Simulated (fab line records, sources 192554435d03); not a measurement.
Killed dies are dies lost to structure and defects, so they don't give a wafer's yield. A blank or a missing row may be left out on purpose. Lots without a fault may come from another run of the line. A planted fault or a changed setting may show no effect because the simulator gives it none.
Which tool did it? | flow n5_finfet | 7 lots, 20 wafers sampled, at 5 steps of a route of 1938

WHAT THE GAUGES READ, wafer by wafer
N5_BEOL_M2_OCD_MEAS_38.
lot  | measured     | on     | trench_depth_nm (nm)
L947 | day 7 19:44  | ocd-02 | 55.2 54.7 55.4
L948 | day 8 04:11  | ocd-01 | 54.3 55.3 55.4
L951 | day 8 13:52  | ocd-02 | 54.6 53.9 45.9
L950 | day 8 16:34  | ocd-01 | 46.8 54.5
L960 | day 10 20:25 | ocd-02 | 55.3 56.1 55.6
L965 | day 12 03:29 | ocd-01 | 55.4 54.0 55.2
L966 | day 12 16:43 | ocd-02 | 56.3 55.0 55.9

WHICH TOOL RAN EACH LOT (tool, then ch and the chambers of the sampled wafers, then the start)
lot  | N5_BEOL_M2_ETCH_63                 | N5_BEOL_M2_VIA_ETCH_34             | N5_BEOL_M2_TRENCH_ETCH_37          | N5_BEOL_M2_STRIP_97
L947 | rie_diel-04 ch 0,2, day 7 16:46    | rie_diel-05 ch 2,3, day 7 19:29    | rie_diel-05 ch 2,3, day 7 19:35    | rie_diel-05 ch 2,3, day 7 19:44 or earlier
L948 | rie_diel-04 ch 0,2, day 7 20:34    | rie_diel-05 ch 2,3, day 8 03:50    | rie_diel-05 ch 2,3, day 8 03:59    | rie_diel-05 ch 2,3, day 8 04:11 or earlier
L951 | rie_diel-05 ch 2,3, day 8 11:29    | rie_diel-05 ch 0,2, day 8 13:37    | rie_diel-05 ch 0,2, day 8 13:43    | rie_diel-05 ch 0,2, day 8 13:52 or earlier
L950 | rie_diel-05 ch 2,3, day 8 14:01    | rie_diel-05 ch 2,3, day 8 16:19    | rie_diel-05 ch 2,3, day 8 16:25    | rie_diel-05 ch 2,3, day 8 16:34 or earlier
L960 | rie_diel-04 ch 1,2,3, day 10 18:30 | rie_diel-04 ch 1,2, day 10 20:10   | rie_diel-04 ch 1,2, day 10 20:16   | rie_diel-04 ch 1,2, day 10 20:25 or earlier
L965 | rie_diel-04 ch 0,1,2, day 12 00:13 | rie_diel-01 ch 1,2,3, day 12 03:14 | rie_diel-01 ch 1,2,3, day 12 03:20 | rie_diel-01 ch 1,2,3, day 12 03:29 or earlier
L966 | rie_diel-01 ch 2,3, day 12 14:31   | rie_diel-04 ch 0,1, day 12 16:28   | rie_diel-04 ch 0,1, day 12 16:34   | rie_diel-04 ch 0,1, day 12 16:43 or earlier
- N5_BEOL_M2_ETCH_63: etches SiARC in CF4, target depth 15.6 nm, time 26 s.
- N5_BEOL_M2_VIA_ETCH_34: etches the open film in C4F6/O2, target depth 69.4 nm, time 65.9 s.
- N5_BEOL_M2_TRENCH_ETCH_37: etches SiOC in C4F6/O2, target depth 55.555 nm, time 29.2 s.
- N5_BEOL_M2_STRIP_97: strips in N2/H2, time 10 s.

THE ANSWER, worked out from the rows above alone
Rule: what is usual is taken from the lots themselves. Put in order of their means at a reading, lots are off if they are a third of the lots or fewer, leave a main group of 4 or more, and stand apart from it by a gap of 3 or more times the standard deviation of the main group's means; of several such gaps the widest counts. A main group whose means are all the same, to the digits that the tables above print for the reading, isn't used. A lot without any number at a reading at which 4 lots or more have one is off too. The other lots that the step has rows for count as sound.
Off: L951, L950, at N5_BEOL_M2_OCD_MEAS_38 (trench_depth_nm). The main group: mean 55.3 nm, standard deviation 0.36.
A tool fits if, at a process step before that reading, it ran every lot that is off, and no sound lot after the first of them. The gauges at N5_BEOL_M2_OCD_MEAS_38 are tried like those tools. N5_BEOL_M2_STRIP_97 gives no start for some lots, so the hours and the order of its lots are those of N5_BEOL_M2_OCD_MEAS_38. One fits: rie_diel-05 at N5_BEOL_M2_ETCH_63 and N5_BEOL_M2_VIA_ETCH_34 and N5_BEOL_M2_TRENCH_ETCH_37 and N5_BEOL_M2_STRIP_97. It ran no sound lot before its first lot that is off in this sample, so the start can't be narrowed down.

WHAT THE SIMULATOR HAD PUT IN
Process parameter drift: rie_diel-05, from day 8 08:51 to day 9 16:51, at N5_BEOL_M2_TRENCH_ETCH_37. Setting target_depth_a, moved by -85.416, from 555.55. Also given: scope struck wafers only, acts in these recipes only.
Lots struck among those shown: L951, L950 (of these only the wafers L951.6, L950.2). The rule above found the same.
